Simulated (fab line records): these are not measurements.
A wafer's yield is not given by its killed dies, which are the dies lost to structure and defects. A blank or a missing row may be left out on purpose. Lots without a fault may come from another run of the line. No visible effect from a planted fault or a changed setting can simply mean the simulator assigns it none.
fab line records	flow n5Finfet	part 1 of 2: steps 1 to 26 of 31
[record] lots = 5	wafers = 15	lastDay = 19
route steps=1938 shown DUMMY_GATE@247 SPACER0@258 SD_EPI_N@262
lots with no fault: from the same line, run without faults
startH: the number of hours between the record's first day and the start of the first shown wafer of the lot	waitH: hours elapsed since this lot's preceding step	" the same as in the row above	L1.1+2: several wafers, shown together as one row	- value missing, or start not given	* or withheld: withheld	< > ~ a bound
route shown NAME@n: names a module that has steps shown in the file, with the first one's number in the route	usual: mean and standard deviation over wafers with no fault	same: alike in all rows	chamber/n: place in a boat	sites: the reading at each site	_std_site: the values' standard deviation	_edge_site: the outer-site mean with the inner-site mean subtracted	radiusMm: for every site, how far away it sits from the centre of the wafer	mask NAME#n: copy n	behind: the most recent tool/chamber to have shaped the wafer	hold: cause of the lot's hold/its duration in hours/its outcome	device: which transistor (n, p or np) failed to switch	end of line: the route-end tests of the same wafers	for a step that has no rows: nothing shown but its recipe	killed: not the wafer's yield, but the dies lost to structure and defects at the first sort	map: a wafer's dies, x killed, . not, _ none there
set.NAME: the setting the step ran with; set.NAME@STEP: the setting that earlier step ran with	model.NAME: the simulator's own value behind a step, which no gauge read
lots seen at some steps along the route; tables by step, rows by wafer
services: a tool's chamber out of use, with start hour (startH, from the record's first day; less than 0 if before it), hours out, and reason
[[steps]]
[step N5_DUMMY_GATE_ETCH_23]
[recipe] chemistry = HBr/Cl2/O2	HBr_flow_sccm = 150	Cl2_flow_sccm = 80	O2_flow_sccm = 12	biasW = 102	targetDepthA = 410	timeS = 22.3	target = poly-Si	maskMaterial = SiO2	pressureMtorr = 10	icpW = 800
[usual] biasW = 102.0/0.31	drypumpMotorCurrentA = 5.9/0.56	oesProductAu = 0.998/0.018	throttleValvePct = 37.2/0.35
lot.wafer	tool	chamber	startH	waitH	biasW	drypumpMotorCurrentA	oesProductAu	rfHoursCounterH	throttleValvePct
L083.1	rieSi-01	1	102.15	0.0	102.1	4.9	0.987	147	36.5
L083.5	"	2	"	"	102.4	6.3	0.983	-	37.3
L083.6	"	1	"	"	102.4	5.0	0.988	-	36.5
L084.2	rieSi-04	0	106.86	0.0	102.3	6.2	1.030	39	37.5
L084.3	"	3	"	"	102.2	6.0	1.019	125	36.9
L084.6	"	3	"	"	102.3	6.0	1.013	-	36.9
L088.1	rieSi-03	0	133.64	0.0	102.2	5.1	0.974	5	37.1
L088.5	"	1	"	"	102.1	6.6	0.986	-	37.3
L088.6	"	0	"	"	102.4	5.1	0.976	-	37.1
L093.1	rieSi-01	2	160.34	0.0	101.6	6.3	0.987	47	37.3
L093.2	"	3	"	"	102.3	5.7	0.998	92	37.4
L093.5	"	2	"	"	102.2	6.3	0.986	-	37.3
L095.2	rieSi-04	0	174.79	0.0	102.5	6.1	1.029	41	37.5
L095.3	"	3	"	"	101.6	6.0	1.014	126	36.9
L095.6	"	1	"	"	102.0	6.0	1.021	-	37.6
[step N5_DUMMY_GATE_ETCH_44]
[recipe] chemistry = HBr/O2	overEtchFrac = 0.7	targetDepthA = 1275	stopOn = SiO2	ionEnergyEv = 60	biasW = 20	target = poly-Si	maskMaterial = SiO2	pressureMtorr = 20	icpW = 400	HBr_flow_sccm = 120	O2_flow_sccm = 10
[usual] biasW = 20.00/0.057	drypumpMotorCurrentA = 5.9/0.55	oesProductAu = 0.724/0.012	throttleValvePct = 18.52/0.21
lot.wafer	tool	chamber	startH	waitH	biasW	drypumpMotorCurrentA	oesProductAu	rfHoursCounterH	throttleValvePct
L083.1	rieSi-01	1	102.21	0.0	20.01	4.9	0.712	147	18.13
L083.5	"	2	"	"	20.05	6.3	0.704	-	18.65
L083.6	"	1	"	"	20.06	4.9	0.717	-	18.15
L084.2	rieSi-04	0	106.92	0.0	20.08	6.2	0.746	40	18.73
L084.3	"	3	"	"	20.02	6.0	0.712	125	18.48
L084.6	"	3	"	"	19.94	6.0	0.712	-	18.48
L088.1	rieSi-03	0	133.70	0.0	20.01	5.1	0.700	5	18.47
L088.5	"	1	"	"	20.05	6.6	0.723	-	18.71
L088.6	"	0	"	"	20.02	5.1	0.697	-	18.47
L093.1	rieSi-01	2	160.39	0.0	20.04	6.3	0.706	47	18.66
L093.2	"	3	"	"	20.02	5.7	0.717	92	18.55
L093.5	"	2	"	"	20.04	6.3	0.714	-	18.65
L095.2	rieSi-04	0	174.85	0.0	20.13	6.1	0.750	41	18.73
L095.3	"	3	"	"	19.95	6.0	0.736	126	18.48
L095.6	"	1	"	"	20.05	5.9	0.736	-	18.61
[step N5_DUMMY_GATE_CD_MEAS_24]
[recipe] targetCdNm = 15
[usual] cdNm = 14.8/0.41
lot.wafer	tool	chamber	startH	waitH	cdNm
L083.1	cdSem-02	-	102.32	0.1	14.5
L083.5	"	-	"	"	14.5
L083.6	"	-	"	"	14.8
L084.2	cdSem-03	-	107.03	0.1	15.0
L084.3	"	-	"	"	14.5
L084.6	"	-	"	"	14.9
L088.1	cdSem-03	-	133.81	0.1	14.5
L088.5	"	-	"	"	15.1
L088.6	"	-	"	"	14.2
L093.1	cdSem-01	-	160.50	0.1	14.7
L093.2	"	-	"	"	15.3
L093.5	"	-	"	"	14.6
L095.2	cdSem-03	-	174.96	0.1	14.6
L095.3	"	-	"	"	14.8
L095.6	"	-	"	"	14.3
[step N5_DUMMY_GATE_ETCH_42]
[recipe] chemistry = CHF3/O2	target = SiO2	targetDepthA = 35	timeS = 31	ionEnergyEv = 30	biasW = 12	pressureMtorr = 30	sourceW = 600	Ar_flow_sccm = 200	CHF3_flow_sccm = 50	O2_flow_sccm = 5
[usual] CHF3_flow_sccm = 49.99/0.15	biasW = 12.00/0.037	drypumpMotorCurrentA = 5.6/0.55	oesProductAu = 0.81/0.085	rfVppV = 42.7/0.88	showerheadPlenumPTorr = 2.43/0.073	throttleValvePct = 18.75/0.28
lot.wafer	tool	chamber	startH	waitH	CHF3_flow_sccm	biasW	drypumpMotorCurrentA	oesProductAu	rfHoursCounterH	rfVppV	showerheadPlenumPTorr	throttleValvePct
L083.1	rieDiel-03	2	102.41	0.1	50.11	12.08	5.1	0.82	65	42.7	2.45	18.67
L083.5	"	3	"	"	50.21	11.97	4.7	0.79	-	41.1	2.34	18.80
L083.6	"	1	"	"	50.09	11.98	5.0	0.85	-	40.8	2.34	18.93
L084.2	rieDiel-06	0	107.08	0.0	49.75	12.06	6.6	0.96	8	41.1	2.46	18.10
L084.3	"	3	"	"	50.00	11.98	6.0	0.76	126	43.1	2.41	18.61
L084.6	"	3	"	"	49.90	12.04	6.0	0.76	-	41.9	2.41	18.61
L088.1	rieDiel-01	2	134.06	0.2	49.97	12.02	5.9	0.79	86	42.1	2.53	18.80
L088.5	"	1	"	"	49.93	12.01	5.8	0.74	-	42.5	2.31	18.93
L088.6	"	2	"	"	49.86	11.95	5.9	0.80	-	42.2	2.53	18.80
L093.1	rieDiel-01	2	160.62	0.1	50.16	11.99	5.9	0.79	94	42.3	2.53	18.80
L093.2	"	3	"	"	49.91	12.04	6.2	0.89	34	45.1	2.35	18.37
L093.5	"	1	"	"	49.85	12.03	5.8	0.72	-	42.2	2.31	18.93
L095.2	rieDiel-06	1	175.30	0.3	50.00	12.00	5.2	0.94	9	42.4	2.48	18.91
L095.3	"	0	"	"	49.85	11.99	6.6	0.91	31	41.8	2.45	18.14
L095.6	"	1	"	"	49.96	12.00	5.2	0.96	-	40.9	2.48	18.92
[step N5_DUMMY_GATE_STRIP_48]
[recipe] chemistry = N2/H2	timeS = 20	powerW = 100	tempC = 40	pressureMtorr = 100	rfFrequencyHz = 6e+07	biasPowerW = 3	n2FlowSccm = 300	h2FlowSccm = 300
[usual] drypumpMotorCurrentA = 5.6/0.55	oesProductAu = 0.81/0.085	rfVppV = 45.3/0.8	showerheadPlenumPTorr = 3.40/0.095	throttleValvePct = 12.16/0.28
lot.wafer	tool	chamber	startH	waitH	drypumpMotorCurrentA	oesProductAu	rfHoursCounterH	rfVppV	showerheadPlenumPTorr	throttleValvePct
L083.1	rieDiel-03	2	102.46	0.0	5.1	0.83	65	44.5	3.44	12.08
L083.5	"	3	"	"	4.7	0.79	-	44.6	3.27	12.29
L083.6	"	1	"	"	5.0	0.86	-	44.5	3.29	12.25
L084.2	rieDiel-06	0	107.12	0.0	6.6	0.97	8	45.6	3.47	11.62
L084.3	"	3	"	"	6.0	0.78	126	45.6	3.38	12.05
L084.6	"	3	"	"	6.0	0.78	-	44.3	3.37	12.02
L088.1	rieDiel-01	2	134.11	0.0	5.9	0.80	86	46.6	3.54	12.11
L088.5	"	1	"	"	5.8	0.72	-	45.7	3.25	12.38
L088.6	"	2	"	"	5.9	0.80	-	46.5	3.54	12.12
L093.1	rieDiel-01	2	160.66	0.0	5.9	0.79	94	45.7	3.53	12.14
L093.2	"	3	"	"	6.3	0.88	34	44.9	3.29	11.72
L093.5	"	1	"	"	5.8	0.71	-	43.6	3.24	12.37
L095.2	rieDiel-06	1	175.35	0.0	5.2	0.93	9	44.4	3.46	12.21
L095.3	"	0	"	"	6.6	0.90	31	45.6	3.46	11.66
L095.6	"	1	"	"	5.2	0.94	-	44.8	3.46	12.20
[step N5_DUMMY_GATE_PRECLEAN_33]
[recipe] chemistry = dHF	timeS = 10	dilution = 750:1	tempC = 25
lot.wafer	tool	chamber	startH	waitH
L083.1+5+6	wetBench-01	4,0,7	102.54	0.1
L084.2+3+6	wetBench-03	0,5,2	107.21	0.1
L088.1+5+6	wetBench-03	2,3,1	134.19	0.1
L093.1+2+5	wetBench-01	6,1,0	160.75	0.1
L095.2+3+6	wetBench-04	7,4,6	175.43	0.1
[step N5_DUMMY_GATE_PRECLEAN_25]
[recipe] chemistry = O3/DIW	timeS = 45	tempC = 22	o3Ppm = 10
lot.wafer	tool	chamber	startH	waitH
L083.1+5+6	wetBench-01	4,0,7	102.55	0.0
L084.2+3+6	wetBench-03	0,5,2	107.21	0.0
L088.1+5+6	wetBench-03	2,3,1	134.20	0.0
L093.1+2+5	wetBench-01	6,1,0	160.75	0.0
L095.2+3+6	wetBench-04	7,4,6	175.44	0.0
[step N5_DUMMY_GATE_PRECLEAN_51]
[recipe] chemistry = SC2	timeS = 45	tempC = 35	mix = 1:1:50
lot.wafer	tool	chamber	startH	waitH
L083.1+5+6	wetBench-01	4,0,7	102.56	0.0
L084.2+3+6	wetBench-03	0,5,2	107.22	0.0
L088.1+5+6	wetBench-03	2,3,1	134.21	0.0
L093.1+2+5	wetBench-01	6,1,0	160.77	0.0
L095.2+3+6	wetBench-04	7,4,6	175.45	0.0
[step N5_DUMMY_GATE_SRD_26]
[recipe] dry = ipaMarangoni	timeS = 30	tempC = 23	rinseLiquid = diw
lot.wafer	tool	chamber	startH	waitH
L083.1+5+6	wetBench-01	4,0,7	102.57	0.0
L084.2+3+6	wetBench-03	0,5,2	107.24	0.0
L088.1+5+6	wetBench-03	2,3,1	134.22	0.0
L093.1+2+5	wetBench-01	6,1,0	160.78	0.0
L095.2+3+6	wetBench-04	7,4,6	175.46	0.0
[step N5_DUMMY_GATE_UV_OZONE_45]
[recipe] timeS = 120	pressureTorr = 760	tempC = 25
lot.wafer	tool	chamber	startH	waitH
L083.1+5+6	wetBench-01	4,0,7	102.59	0.0
L084.2+3+6	wetBench-03	0,5,2	107.25	0.0
L088.1+5+6	wetBench-03	2,3,1	134.24	0.0
L093.1+2+5	wetBench-01	6,1,0	160.80	0.0
L095.2+3+6	wetBench-04	7,4,6	175.48	0.0
[step N5_DUMMY_GATE_INSPECT_27]
[recipe] inspectInstrument = brightfield	mode = aei
[usual] rawDefectCount = 328/96
lot.wafer	tool	chamber	startH	waitH	rawDefectCount
L083.1	defectInspect-02	-	102.64	0.0	190
L083.5	"	-	"	"	419
L083.6	"	-	"	"	230
L084.2	defectInspect-02	-	107.31	0.0	420
L084.3	"	-	"	"	386
L084.6	"	-	"	"	240
L088.1	defectInspect-01	-	134.29	0.0	343
L088.5	"	-	"	"	322
L088.6	"	-	"	"	382
L093.1	defectInspect-02	-	160.86	0.0	321
L093.2	"	-	"	"	243
L093.5	"	-	"	"	323
L095.2	defectInspect-02	-	175.54	0.0	375
L095.3	"	-	"	"	444
L095.6	"	-	"	"	310
[step N5_SPACER0_ALD_07]
[recipe] material = SiNx	targetThkA = 20	tempC = 400	aldPrecursorFamily = SiH2I2	aldCoReactant = N2/H2-plasma	pressureTorr = 2
[usual] heaterPowerW = 833/73
lot.wafer	tool	chamber	startH	waitH	heaterPowerW
L083.1	aldSin-04	3	102.68	0.0	753
L083.5	"	2	"	"	797
L083.6	"	1	"	"	765
L084.2	aldSin-04	3	107.36	0.1	759
L084.3	"	1	"	"	748
L084.6	"	3	"	"	752
L088.1	aldSin-04	2	134.33	0.0	791
L088.5	"	1	"	"	754
L088.6	"	0	"	"	843
L093.1	aldSin-04	3	160.89	0.0	783
L093.2	"	0	"	"	813
L093.5	"	3	"	"	749
L095.2	aldSin-01	2	176.03	0.5	777
L095.3	"	1	"	"	888
L095.6	"	1	"	"	900
[step N5_SPACER0_ALD_00]
[recipe] material = SiOCN	targetThkA = 35	tempC = 400	aldPrecursorFamily = alkyl-aminosilane	aldCoReactant = O2/N2-plasma	pulseTimeS = 3	purgeTimeS = 2	coReactantPurgeTimeS = 2	aldCycles = 58	pressureTorr = 2
[usual] heaterPowerW = 832/73	precursorPulseHeightRel = 0.998/0.02
lot.wafer	tool	chamber	startH	waitH	heaterPowerW	precursorPulseHeightRel
L083.1	aldSin-04	3	102.83	0.1	769	0.980
L083.5	"	2	"	"	801	1.007
L083.6	"	1	"	"	751	1.010
L084.2	aldSin-04	3	107.51	0.1	758	1.014
L084.3	"	1	"	"	753	0.983
L084.6	"	3	"	"	759	0.994
L088.1	aldSin-04	2	134.48	0.1	776	0.993
L088.5	"	1	"	"	774	1.018
L088.6	"	0	"	"	813	0.994
L093.1	aldSin-04	3	161.05	0.1	765	1.010
L093.2	"	0	"	"	847	0.993
L093.5	"	3	"	"	770	0.952
L095.2	aldSin-01	2	176.18	0.1	808	1.018
L095.3	"	1	"	"	920	1.018
L095.6	"	1	"	"	885	0.996
[step N5_SPACER0_ALD_08]
[recipe] material = SiNx	targetThkA = 20	tempC = 400	aldPrecursorFamily = SiH2I2	aldCoReactant = N2/H2-plasma	pressureTorr = 2
[usual] heaterPowerW = 832/76
lot.wafer	tool	chamber	startH	waitH	heaterPowerW
L083.1	aldSin-04	3	103.09	0.1	746
L083.5	"	2	"	"	808
L083.6	"	1	"	"	748
L084.2	aldSin-04	3	107.77	0.1	746
L084.3	"	1	"	"	751
L084.6	"	3	"	"	749
L088.1	aldSin-04	2	134.74	0.1	788
L088.5	"	1	"	"	745
L088.6	"	0	"	"	838
L093.1	aldSin-04	3	161.30	0.1	756
L093.2	"	0	"	"	835
L093.5	"	3	"	"	744
L095.2	aldSin-01	2	176.44	0.1	804
L095.3	"	1	"	"	881
L095.6	"	1	"	"	895
[step N5_SPACER0_INSPECT_04]
[recipe] inspectInstrument = darkfield	mode = postDep
[usual] rawDefectCount = 151/42
lot.wafer	tool	chamber	startH	waitH	rawDefectCount
L083.1	defectInspect-01	-	103.25	0.1	138
L083.5	"	-	"	"	210
L083.6	"	-	"	"	130
L084.2	defectInspect-01	-	107.93	0.1	168
L084.3	"	-	"	"	225
L084.6	"	-	"	"	103
L088.1	defectInspect-01	-	134.91	0.1	183
L088.5	"	-	"	"	201
L088.6	"	-	"	"	176
L093.1	defectInspect-01	-	161.46	0.1	141
L093.2	"	-	"	"	145
L093.5	"	-	"	"	132
L095.2	defectInspect-01	-	176.60	0.1	149
L095.3	"	-	"	"	191
L095.6	"	-	"	"	120
[step N5_SD_EPI_N_COAT_32]
[recipe] resist = SOC	tempC = 250	timeS = 60	spinRpm = 1500	resistThkNm = 350
lot.wafer	tool	chamber	startH	waitH
L083.1+5+6	lithoTrack-04	0	103.28	0.0
L084.2+3+6	lithoTrack-04	0	107.96	0.0
L088.1+5+6	lithoTrack-04	0	134.94	0.0
L093.1+2+5	lithoTrack-05	0	161.49	0.0
L095.2+3+6	lithoTrack-03	0	176.63	0.0
[step N5_SD_EPI_N_COAT_33]
[recipe] resist = SiARC	tempC = 220	timeS = 60	spinRpm = 1500	resistThkNm = 35
lot.wafer	tool	chamber	startH	waitH
L083.1+5+6	lithoTrack-04	0	-	-
L084.2+3+6	lithoTrack-04	0	-	-
L088.1+5+6	lithoTrack-04	0	-	-
L093.1+2+5	lithoTrack-05	0	-	-
L095.2+3+6	lithoTrack-03	0	-	-
[step N5_SD_EPI_N_COAT_03]
[recipe] resist = CAR-ArF-block	spinRpm = 1500	resistThkNm = 150
lot.wafer	tool	chamber	startH	waitH
L083.1+5+6	lithoTrack-04	0	-	-
L084.2+3+6	lithoTrack-04	0	-	-
L088.1+5+6	lithoTrack-04	0	-	-
L093.1+2+5	lithoTrack-05	0	-	-
L095.2+3+6	lithoTrack-03	0	-	-
[step N5_SD_EPI_N_EBR_05]
[recipe] solvent = PGMEA	ebrWidthMm = 1.5
lot.wafer	tool	chamber	startH	waitH
L083.1+5+6	lithoTrack-04	0	-	-
L084.2+3+6	lithoTrack-04	0	-	-
L088.1+5+6	lithoTrack-04	0	-	-
L093.1+2+5	lithoTrack-05	0	-	-
L095.2+3+6	lithoTrack-03	0	-	-
[step N5_SD_EPI_N_SOFTBAKE_04]
[recipe] tempC = 110	timeS = 60	resist = CAR-ArF-block
lot.wafer	tool	chamber	startH	waitH
L083.1+5+6	lithoTrack-04	0	-	-
L084.2+3+6	lithoTrack-04	0	-	-
L088.1+5+6	lithoTrack-04	0	-	-
L093.1+2+5	lithoTrack-05	0	-	-
L095.2+3+6	lithoTrack-03	0	-	-
[step N5_SD_EPI_N_EXPOSE_06]
[recipe] maskId = SD_N_BLK	na = 1.35	sourceShape = conventional	sigmaOuter = 0.8	polarization = unpolarized	targetCdNm = 120	doseMj = 39.75
[usual] focusOffsetNm = -0.1/0.5
lot.wafer	tool	chamber	startH	waitH	mask	focusOffsetNm
L083.1	arfiScanner-01	0	103.52	-	SD_N_BLK#0	0.0
L083.5	"	0	"	"	SD_N_BLK#0	0.1
L083.6	"	0	"	"	SD_N_BLK#0	0.2
L084.2	arfiScanner-01	0	108.08	-	SD_N_BLK#0	-1.0
L084.3	"	0	"	"	SD_N_BLK#0	-0.5
L084.6	"	0	"	"	SD_N_BLK#0	0.1
L088.1	arfiScanner-02	0	135.19	-	SD_N_BLK#0	-0.4
L088.5	"	0	"	"	SD_N_BLK#0	-0.5
L088.6	"	0	"	"	SD_N_BLK#0	-0.3
L093.1	arfiScanner-03	0	161.74	-	SD_N_BLK#0	0.8
L093.2	"	0	"	"	SD_N_BLK#0	0.3
L093.5	"	0	"	"	SD_N_BLK#0	0.4
L095.2	arfiScanner-02	0	176.88	-	SD_N_BLK#0	-0.1
L095.3	"	0	"	"	SD_N_BLK#0	0.4
L095.6	"	0	"	"	SD_N_BLK#0	0.5
[step N5_SD_EPI_N_PEB_07]
[recipe] pebTempC = 110	pebTimeS = 60	resist = CAR-ArF-block
lot.wafer	tool	chamber	startH	waitH
L083.1+5+6	lithoTrack-04	0	103.58	0.1
L084.2+3+6	lithoTrack-05	0	108.14	0.0
L088.1+5+6	lithoTrack-03	0	135.24	0.1
L093.1+2+5	lithoTrack-04	0	161.79	0.1
L095.2+3+6	lithoTrack-04	0	176.93	0.0
[step N5_SD_EPI_N_DEVELOP_08]
[recipe] developTimeS = 30	developer = TMAH	resist = CAR-ArF-block	devTempC = 23	rinseLiquid = diw	dry = airSpin
lot.wafer	tool	chamber	startH	waitH
L083.1+5+6	lithoTrack-04	0	-	-
L084.2+3+6	lithoTrack-05	0	-	-
L088.1+5+6	lithoTrack-03	0	-	-
L093.1+2+5	lithoTrack-04	0	-	-
L095.2+3+6	lithoTrack-04	0	-	-
[step N5_SD_EPI_N_CD_MEAS_09]
[recipe] targetCdNm = 120	landingEnergyEv = 500	detector = seInlens
[usual] cdNm = 119.7/0.71
lot.wafer	tool	chamber	startH	waitH	cdNm
L083.1	cdSem-03	0	103.65	-	119.6
L083.5	"	0	"	"	119.5
L083.6	"	0	"	"	119.3
L084.2	cdSem-01	0	108.20	-	121.4
L084.3	"	0	"	"	120.1
L084.6	"	0	"	"	120.7
L088.1	cdSem-01	0	135.31	-	119.6
L088.5	"	0	"	"	118.6
L088.6	"	0	"	"	118.4
L093.1	cdSem-01	0	161.86	-	119.5
L093.2	"	0	"	"	120.0
L093.5	"	0	"	"	119.1
L095.2	cdSem-03	0	177.00	-	119.5
L095.3	"	0	"	"	119.9
L095.6	"	0	"	"	118.6
[step N5_SD_EPI_N_OVL_MEAS_10]
[recipe] pointsPerWafer = 44
[usual] SD_N_BLK_OVL = -0.3/0.86
lot.wafer	tool	chamber	startH	waitH	SD_N_BLK_OVL[nm]
L083.1	overlay-01	0	103.68	0.0	-0.3
L083.5	"	0	"	"	-1.1
L083.6	"	0	"	"	-1.1
L084.2	overlay-02	0	108.23	0.0	-0.8
L084.3	"	0	"	"	-1.0
L084.6	"	0	"	"	-1.1
L088.1	overlay-01	0	135.34	0.0	0.4
L088.5	"	0	"	"	1.9
L088.6	"	0	"	"	0.3
L093.1	overlay-02	0	161.91	0.0	-0.3
L093.2	"	0	"	"	-0.2
L093.5	"	0	"	"	-0.7
L095.2	overlay-01	0	177.03	0.0	0.4
L095.3	"	0	"	"	-1.4
L095.6	"	0	"	"	0.4
[step N5_SD_EPI_N_INSPECT_11]
[recipe] mode = adi	inspectInstrument = macro
[usual] rawDefectCount = 1.8/1.3
lot.wafer	tool	chamber	startH	waitH	rawDefectCount
L083.1	defectInspect-01	-	103.70	0.0	2
L083.5	"	-	"	"	2
L083.6	"	-	"	"	2
L084.2	defectInspect-02	-	108.26	0.0	5
L084.3	"	-	"	"	1
L084.6	"	-	"	"	3
L088.1	defectInspect-01	-	135.36	0.0	2
L088.5	"	-	"	"	1
L088.6	"	-	"	"	0
L093.1	defectInspect-02	-	161.93	0.0	2
L093.2	"	-	"	"	1
L093.5	"	-	"	"	0
L095.2	defectInspect-02	-	177.05	0.0	2
L095.3	"	-	"	"	1
L095.6	"	-	"	"	0
